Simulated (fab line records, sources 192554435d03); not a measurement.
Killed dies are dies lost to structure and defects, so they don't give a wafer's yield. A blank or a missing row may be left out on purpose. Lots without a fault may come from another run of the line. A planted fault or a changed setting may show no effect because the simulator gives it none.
Which tool did it? | flow n5_finfet | 21 lots, 63 wafers sampled, at 6 steps of a route of 1938

WHAT THE GAUGES READ, wafer by wafer
The record holds no reading of a measuring or inspecting step that can be judged against a usual standard deviation.

WHICH TOOL RAN EACH LOT (tool, then ch and the chambers of the sampled wafers, then the start)
lot  | N5_BEOL_M0_CUTY_ETCH_62            | N5_BEOL_M0_CUTY_ETCH_63            | N5_BEOL_M0_ETCH_109                | N5_BEOL_M0_SURFACE_TREAT_137 | N5_BEOL_M0_PRE_CLEAN_131         | N5_BEOL_M1_ETCH_64
L074 | rie_diel-01 ch 0,3, day 5 16:21    | rie_diel-01 ch 0,3, day 5 16:23    | rie_diel-01 ch 1,2,3, day 5 19:13  | pvd_sputter-02, day 5 21:29  | cvd_co-01 ch 0,2, day 5 23:02    | rie_diel-03 ch 0,2,3, day 6 02:37
L075 | rie_diel-04 ch 0,2,3, day 5 23:34  | rie_diel-04 ch 0,2,3, day 5 23:37  | rie_diel-02 ch 1,3, day 6 03:17    | pvd_sputter-02, day 6 03:53  | cvd_co-01 ch 0,2, day 6 06:23    | rie_diel-06 ch 1,3, day 6 07:45
L077 | rie_diel-02 ch 1,3, day 6 09:25    | rie_diel-02 ch 1,3, day 6 09:27    | rie_diel-02 ch 0,1,3, day 6 11:08  | pvd_sputter-03, day 6 12:39  | cvd_co-02 ch 0,2, day 6 14:22    | rie_diel-03 ch 0,2, day 6 16:59
L078 | rie_diel-02 ch 0,1,2, day 6 19:22  | rie_diel-02 ch 0,1,2, day 6 19:25  | rie_diel-01 ch 0,2,3, day 6 21:14  | pvd_sputter-01, day 6 21:55  | cvd_co-02 ch 1,2, day 7 00:59    | rie_diel-06 ch 0,2,3, day 7 02:43
L080 | rie_diel-02 ch 0,2,3, day 7 03:26  | rie_diel-02 ch 0,2,3, day 7 03:29  | rie_diel-02 ch 0,1,3, day 7 10:29  | pvd_sputter-01, day 7 13:01  | cvd_co-01 ch 0,1,2, day 7 14:31  | rie_diel-03 ch 2,3, day 7 16:34
L081 | rie_diel-01 ch 0,2, day 7 11:01    | rie_diel-01 ch 0,2, day 7 11:04    | rie_diel-01 ch 0,1,3, day 7 13:56  | pvd_sputter-03, day 7 15:02  | cvd_co-02 ch 1,2, day 7 16:40    | rie_diel-06 ch 0,3, day 7 17:50
L082 | rie_diel-04 ch 0,2,3, day 7 19:29  | rie_diel-04 ch 0,2,3, day 7 19:32  | rie_diel-04 ch 1,3, day 8 00:39    | pvd_sputter-01, day 8 01:32  | cvd_co-02 ch 1,2, day 8 03:08    | rie_diel-06 ch 0,1,2, day 8 04:40
L083 | rie_diel-02 ch 1,2, day 8 00:09    | rie_diel-02 ch 1,2, day 8 00:11    | rie_diel-04 ch 2,3, day 8 01:25    | pvd_sputter-03, day 8 02:28  | cvd_co-02 ch 0,1, day 8 04:00    | rie_diel-06 ch 0,1,3, day 8 07:02
L084 | rie_diel-01 ch 0,2,3, day 8 06:53  | rie_diel-01 ch 0,2,3, day 8 06:56  | rie_diel-02 ch 0,1, day 8 14:20    | pvd_sputter-03, day 8 15:12  | cvd_co-01 ch 1,2, day 8 18:13    | rie_diel-05 ch 0,2,3, day 8 21:02
L085 | rie_diel-02 ch 2,3, day 8 10:37    | rie_diel-02 ch 2,3, day 8 10:40    | rie_diel-04 ch 1,3, day 8 14:17    | pvd_sputter-03, day 8 14:54  | cvd_co-02 ch 0,1,2, day 8 16:28  | rie_diel-06 ch 0,2,3, day 8 18:24
L086 | rie_diel-02 ch 1,3, day 8 22:03    | rie_diel-02 ch 1,3, day 8 22:05    | rie_diel-01 ch 0,1, day 8 23:48    | pvd_sputter-03, day 9 00:48  | cvd_co-01 ch 0,2, day 9 05:55    | rie_diel-06 ch 0,1, day 9 07:50
L087 | rie_diel-04 ch 0,2, day 9 01:26    | rie_diel-04 ch 0,2, day 9 01:29    | rie_diel-02 ch 1,2,3, day 9 02:30  | pvd_sputter-02, day 9 04:32  | cvd_co-01 ch 0,2, day 9 06:21    | rie_diel-06 ch 2,3, day 9 08:03
L088 | rie_diel-04 ch 1,2, day 9 10:44    | rie_diel-04 ch 1,2, day 9 10:48    | rie_diel-01 ch 0,1, day 9 14:34    | pvd_sputter-01, day 9 15:08  | cvd_co-02 ch 0,1, day 9 16:39    | rie_diel-06 ch 1,3, day 9 17:59
L089 | rie_diel-04 ch 1,2,3, day 9 13:23  | rie_diel-04 ch 1,2,3, day 9 13:26  | rie_diel-04 ch 0,2,3, day 9 14:37  | pvd_sputter-03, day 9 15:46  | cvd_co-02 ch 0,1, day 9 17:08    | rie_diel-06 ch 0,1,2, day 9 19:56
L090 | rie_diel-01 ch 1,2, day 9 20:01    | rie_diel-01 ch 1,2, day 9 20:04    | rie_diel-02 ch 0,1,2, day 9 21:05  | pvd_sputter-01, day 9 22:23  | cvd_co-01 ch 0,2, day 9 23:57    | rie_diel-05 ch 0,1,2, day 10 01:56
L091 | rie_diel-04 ch 0,1,2, day 9 22:46  | rie_diel-04 ch 0,1,2, day 9 22:49  | rie_diel-02 ch 0,1,2, day 10 03:04 | pvd_sputter-03, day 10 03:50 | cvd_co-02 ch 0,2, day 10 05:32   | rie_diel-03 ch 0,1,2, day 10 07:37
L092 | rie_diel-04 ch 1,2,3, day 10 04:19 | rie_diel-04 ch 1,2,3, day 10 04:22 | rie_diel-04 ch 0,3, day 10 05:49   | pvd_sputter-02, day 10 09:49 | cvd_co-02 ch 0,1,2, day 10 11:31 | rie_diel-03 ch 1,2,3, day 10 14:19
L094 | rie_diel-02 ch 0,2,3, day 10 17:35 | rie_diel-02 ch 0,2,3, day 10 17:38 | rie_diel-01 ch 1,2,3, day 10 20:06 | pvd_sputter-01, day 10 21:22 | cvd_co-02 ch 0,1,2, day 11 00:44 | rie_diel-05 ch 0,2,3, day 11 03:23
L095 | rie_diel-01 ch 2,3, day 11 02:41   | rie_diel-01 ch 2,3, day 11 02:44   | rie_diel-02 ch 0,1, day 11 04:24   | pvd_sputter-02, day 11 06:16 | cvd_co-01 ch 0,2, day 11 07:58   | rie_diel-06 ch 0,2,3, day 11 11:35
L096 | rie_diel-02 ch 0,2, day 12 06:28   | rie_diel-02 ch 0,2, day 12 06:31   | rie_diel-01 ch 0,2,3, day 12 11:05 | pvd_sputter-01, day 12 11:35 | cvd_co-01 ch 0,2, day 12 13:17   | rie_diel-03 ch 0,1,2, day 12 15:23
L097 | rie_diel-01 ch 0,1, day 12 06:50   | rie_diel-01 ch 0,1, day 12 06:53   | rie_diel-01 ch 2,3, day 12 11:10   | pvd_sputter-02, day 12 11:40 | cvd_co-01 ch 0,1,2, day 12 13:31 | rie_diel-06 ch 0,1,3, day 12 15:39
- N5_BEOL_M0_CUTY_ETCH_62: etches SiARC in CF4, time 58.5 s.
- N5_BEOL_M0_CUTY_ETCH_63: etches SOC in N2/H2, target depth 82.7 nm, overetch 16.5 nm, time 124 s.
- N5_BEOL_M0_ETCH_109: etches SiCN in CH3F/O2, target depth 8 nm, overetch 2.4 nm, time 27.4 s.
- N5_BEOL_M0_SURFACE_TREAT_137
- N5_BEOL_M0_PRE_CLEAN_131: time 15 s.
- N5_BEOL_M1_ETCH_64: etches SOC in N2/H2, target depth 75 nm, overetch 15 nm, time 112.5 s.

WHAT THE TOOLS THEMSELVES READ (means of the sampled wafers that have a number; where no wafer has one, the mark that the record gives instead)
N5_BEOL_M0_CUTY_ETCH_62.
lot  | tool        | drypump_motor_current_A (A) | etch_rf_on_time_s (s) | oes_product_au (a.u.) | rf_vpp_V (V) | showerhead_plenum_p_Torr (Torr) | throttle_valve_pct (%)
L074 | rie_diel-01 | 5.4                         | 58.6                  | 0.66                  | 184.8        | 2.21                            | 15.40
L075 | rie_diel-04 | 5.5                         | 57.0                  | 0.66                  | 184.0        | 2.17                            | 15.66
L077 | rie_diel-02 | 5.9                         | 59.7                  | 0.64                  | 184.2        | 2.11                            | 15.53
L078 | rie_diel-02 | 5.9                         | 58.9                  | 0.77                  | 183.6        | 2.10                            | 15.29
L080 | rie_diel-02 | 6.2                         | 59.1                  | 0.73                  | 183.4        | 2.11                            | 15.51
L081 | rie_diel-01 | 5.6                         | 57.5                  | 0.73                  | 184.8        | 2.20                            | 15.46
L082 | rie_diel-04 | 5.5                         | 57.7                  | 0.63                  | 184.7        | 2.16                            | 15.69
L083 | rie_diel-02 | 5.9                         | 60.7                  | 0.72                  | 183.2        | 2.10                            | 15.12
L084 | rie_diel-01 | 5.3                         | 58.2                  | 0.69                  | 184.9        | 2.19                            | 15.38
L085 | rie_diel-02 | 6.2                         | 60.6                  | 0.69                  | 182.6        | 2.11                            | 15.35
L086 | rie_diel-02 | 5.9                         | 59.8                  | 0.63                  | 184.7        | 2.10                            | 15.57
L087 | rie_diel-04 | 5.2                         | 59.2                  | 0.73                  | 184.7        | 2.14                            | 15.31
L088 | rie_diel-04 | 5.1                         | 58.5                  | 0.74                  | 184.4        | 2.24                            | 15.33
L089 | rie_diel-04 | 5.2                         | 57.0                  | 0.79                  | 185.2        | 2.21                            | 15.35
L090 | rie_diel-01 | 5.5                         | 59.0                  | 0.75                  | 184.6        | 2.18                            | 15.19
L091 | rie_diel-04 | 5.3                         | 58.8                  | 0.75                  | 184.5        | 2.18                            | 15.38
L092 | rie_diel-04 | 5.3                         | 56.7                  | 0.77                  | 183.9        | 2.21                            | 15.36
L094 | rie_diel-02 | 6.1                         | 58.9                  | 0.69                  | 183.8        | 2.10                            | 15.58
L095 | rie_diel-01 | 5.3                         | 57.2                  | 0.71                  | 185.0        | 2.17                            | 15.38
L096 | rie_diel-02 | 6.1                         | 59.7                  | 0.72                  | 183.0        | 2.10                            | 15.38
L097 | rie_diel-01 | 5.6                         | 59.2                  | 0.68                  | 185.0        | 2.18                            | 15.29

N5_BEOL_M0_CUTY_ETCH_63.
lot  | tool        | drypump_motor_current_A (A) | h2_flow_sccm (sccm) | oes_product_au (a.u.) | rf_vpp_V (V) | showerhead_plenum_p_Torr (Torr) | throttle_valve_pct (%)
L074 | rie_diel-01 | 5.4                         | 200.4               | 0.64                  | 526.3        | 2.63                            | 17.57
L075 | rie_diel-04 | 5.5                         | 199.9               | 0.62                  | 523.3        | 2.57                            | 17.86
L077 | rie_diel-02 | 5.9                         | 200.0               | 0.63                  | 523.1        | 2.49                            | 17.71
L078 | rie_diel-02 | 5.9                         | 199.8               | 0.74                  | 522.8        | 2.48                            | 17.52
L080 | rie_diel-02 | 6.2                         | 200.3               | 0.71                  | 523.4        | 2.49                            | 17.65
L081 | rie_diel-01 | 5.6                         | 199.7               | 0.69                  | 526.1        | 2.61                            | 17.63
L082 | rie_diel-04 | 5.5                         | 199.8               | 0.60                  | 524.7        | 2.56                            | 17.89
L083 | rie_diel-02 | 5.9                         | 200.1               | 0.71                  | 522.5        | 2.49                            | 17.38
L084 | rie_diel-01 | 5.4                         | 200.0               | 0.65                  | 525.4        | 2.60                            | 17.61
L085 | rie_diel-02 | 6.2                         | 199.8               | 0.69                  | 523.1        | 2.49                            | 17.51
L086 | rie_diel-02 | 5.9                         | 200.4               | 0.61                  | 522.7        | 2.49                            | 17.74
L087 | rie_diel-04 | 5.2                         | 200.5               | 0.70                  | 523.1        | 2.55                            | 17.68
L088 | rie_diel-04 | 5.1                         | 199.5               | 0.72                  | 527.7        | 2.68                            | 17.71
L089 | rie_diel-04 | 5.3                         | 200.1               | 0.74                  | 526.4        | 2.64                            | 17.67
L090 | rie_diel-01 | 5.6                         | 200.4               | 0.73                  | 525.7        | 2.58                            | 17.41
L091 | rie_diel-04 | 5.4                         | 199.6               | 0.72                  | 525.0        | 2.60                            | 17.67
L092 | rie_diel-04 | 5.3                         | 199.6               | 0.73                  | 526.2        | 2.64                            | 17.69
L094 | rie_diel-02 | 6.1                         | 199.9               | 0.66                  | 523.8        | 2.48                            | 17.70
L095 | rie_diel-01 | 5.3                         | 200.0               | 0.67                  | 524.7        | 2.57                            | 17.63
L096 | rie_diel-02 | 6.2                         | 199.6               | 0.69                  | 522.2        | 2.47                            | 17.54
L097 | rie_diel-01 | 5.6                         | 199.8               | 0.67                  | 525.4        | 2.59                            | 17.46

N5_BEOL_M0_ETCH_109.
lot  | tool        | drypump_motor_current_A (A) | oes_product_au (a.u.) | rf_vpp_V (V) | showerhead_plenum_p_Torr (Torr) | throttle_valve_pct (%)
L074 | rie_diel-01 | 5.3                         | 0.71                  | 297.7        | 2.05                            | 16.06
L075 | rie_diel-02 | 5.9                         | 0.65                  | 296.1        | 1.98                            | 16.28
L077 | rie_diel-02 | 5.9                         | 0.72                  | 296.7        | 1.96                            | 16.21
L078 | rie_diel-01 | 5.4                         | 0.70                  | 298.0        | 2.05                            | 16.08
L080 | rie_diel-02 | 5.9                         | 0.71                  | 296.2        | 1.96                            | 16.23
L081 | rie_diel-01 | 5.3                         | 0.72                  | 298.1        | 2.05                            | 15.95
L082 | rie_diel-04 | 5.3                         | 0.72                  | 299.7        | 2.12                            | 16.27
L083 | rie_diel-04 | 5.4                         | 0.62                  | 299.0        | 2.06                            | 16.44
L084 | rie_diel-02 | 5.7                         | 0.73                  | 296.0        | 1.93                            | 15.96
L085 | rie_diel-04 | 5.5                         | 0.65                  | 298.9        | 2.09                            | 16.48
L086 | rie_diel-01 | 5.5                         | 0.74                  | 298.4        | 2.06                            | 15.96
L087 | rie_diel-02 | 5.9                         | 0.68                  | 297.2        | 1.96                            | 16.07
L088 | rie_diel-01 | 5.6                         | 0.71                  | 298.5        | 2.06                            | 15.97
L089 | rie_diel-04 | 5.5                         | 0.77                  | 297.5        | 2.02                            | 16.13
L090 | rie_diel-02 | 6.0                         | 0.73                  | 295.6        | 1.94                            | 16.00
L091 | rie_diel-02 | 5.9                         | 0.73                  | 296.3        | 1.94                            | 16.00
L092 | rie_diel-04 | 5.8                         | 0.78                  | 296.2        | 1.99                            | 16.21
L094 | rie_diel-01 | 5.3                         | 0.72                  | 298.2        | 2.03                            | 15.99
L095 | rie_diel-02 | 5.9                         | 0.72                  | 295.8        | 1.93                            | 16.19
L096 | rie_diel-01 | 5.3                         | 0.64                  | 298.7        | 2.04                            | 16.19
L097 | rie_diel-01 | 5.3                         | 0.70                  | 297.7        | 2.03                            | 16.16

N5_BEOL_M0_PRE_CLEAN_131.
lot  | tool      | heater_power_w (W)
L074 | cvd_co-01 | 125
L075 | cvd_co-01 | 109
L077 | cvd_co-02 | 96
L078 | cvd_co-02 | 74
L080 | cvd_co-01 | 99
L081 | cvd_co-02 | 79
L082 | cvd_co-02 | 78
L083 | cvd_co-02 | 102
L084 | cvd_co-01 | 113
L085 | cvd_co-02 | 87
L086 | cvd_co-01 | 109
L087 | cvd_co-01 | 110
L088 | cvd_co-02 | 91
L089 | cvd_co-02 | 100
L090 | cvd_co-01 | 109
L091 | cvd_co-02 | 98
L092 | cvd_co-02 | 89
L094 | cvd_co-02 | 88
L095 | cvd_co-01 | 109
L096 | cvd_co-01 | 127
L097 | cvd_co-01 | 99

N5_BEOL_M1_ETCH_64.
lot  | tool        | drypump_motor_current_A (A) | h2_flow_sccm (sccm) | oes_product_au (a.u.) | rf_vpp_V (V) | showerhead_plenum_p_Torr (Torr) | throttle_valve_pct (%)
L074 | rie_diel-03 | 5.8                         | 199.8               | 0.589                 | 525.6        | 2.63                            | 18.19
L075 | rie_diel-06 | 5.4                         | 200.1               | 0.582                 | 522.5        | 2.48                            | 17.67
L077 | rie_diel-03 | 5.8                         | 200.2               | 0.594                 | 525.6        | 2.63                            | 18.03
L078 | rie_diel-06 | 5.9                         | 200.0               | 0.592                 | 521.7        | 2.50                            | 17.77
L080 | rie_diel-03 | 5.7                         | 200.4               | 0.598                 | 524.7        | 2.60                            | 18.24
L081 | rie_diel-06 | 5.5                         | 199.7               | 0.573                 | 525.3        | 2.56                            | 17.74
L082 | rie_diel-06 | 6.0                         | 200.5               | 0.577                 | 523.9        | 2.57                            | 17.74
L083 | rie_diel-06 | 5.5                         | 199.6               | 0.564                 | 523.6        | 2.55                            | 17.69
L084 | rie_diel-05 | 5.9                         | 199.3               | 0.575                 | 526.3        | 2.60                            | 17.84
L085 | rie_diel-06 | 5.9                         | 200.6               | 0.584                 | 522.9        | 2.49                            | 17.81
L086 | rie_diel-06 | 5.7                         | 200.3               | 0.556                 | 526.4        | 2.62                            | 17.71
L087 | rie_diel-06 | 6.2                         | 200.1               | 0.597                 | 519.6        | 2.43                            | 17.85
L088 | rie_diel-06 | 5.4                         | 200.0               | 0.566                 | 522.4        | 2.47                            | 17.71
L089 | rie_diel-06 | 6.0                         | 199.6               | 0.572                 | 524.1        | 2.56                            | 17.76
L090 | rie_diel-05 | 5.6                         | 200.0               | 0.573                 | 526.1        | 2.64                            | 17.88
L091 | rie_diel-03 | 6.0                         | 200.1               | 0.566                 | 524.8        | 2.62                            | 18.14
L092 | rie_diel-03 | 6.0                         | 200.0               | 0.554                 | 525.2        | 2.61                            | 18.29
L094 | rie_diel-05 | 5.9                         | 199.9               | 0.565                 | 525.3        | 2.59                            | 17.85
L095 | rie_diel-06 | 5.9                         | 200.3               | 0.572                 | 522.5        | 2.49                            | 17.83
L096 | rie_diel-03 | 6.0                         | 200.3               | 0.559                 | 525.8        | 2.61                            | 18.16
L097 | rie_diel-06 | 5.5                         | 200.3               | 0.547                 | 522.9        | 2.54                            | 17.75

THE ANSWER, worked out from the rows above alone
Rule: what is usual is taken from the lots themselves. Put in order of their means at a reading, lots are off if they are a third of the lots or fewer, leave a main group of 4 or more, and stand apart from it by a gap of 3 or more times the standard deviation of the main group's means; of several such gaps the widest counts. A main group whose means are all the same, to the digits that the tables above print for the reading, isn't used. A lot without any number at a reading at which 4 lots or more have one is off too. The other lots that the step has rows for count as sound. The gauges are gone through in route order, then the tools' own readings, and for those a lot's mean is taken as printed above. The first step at which some lot is off is used, and at that step the reading that is off furthest; a lot without a number counts as furthest.
No lot is off at any reading shown: from this, nothing can be told.

WHAT THE SIMULATOR HAD PUT IN
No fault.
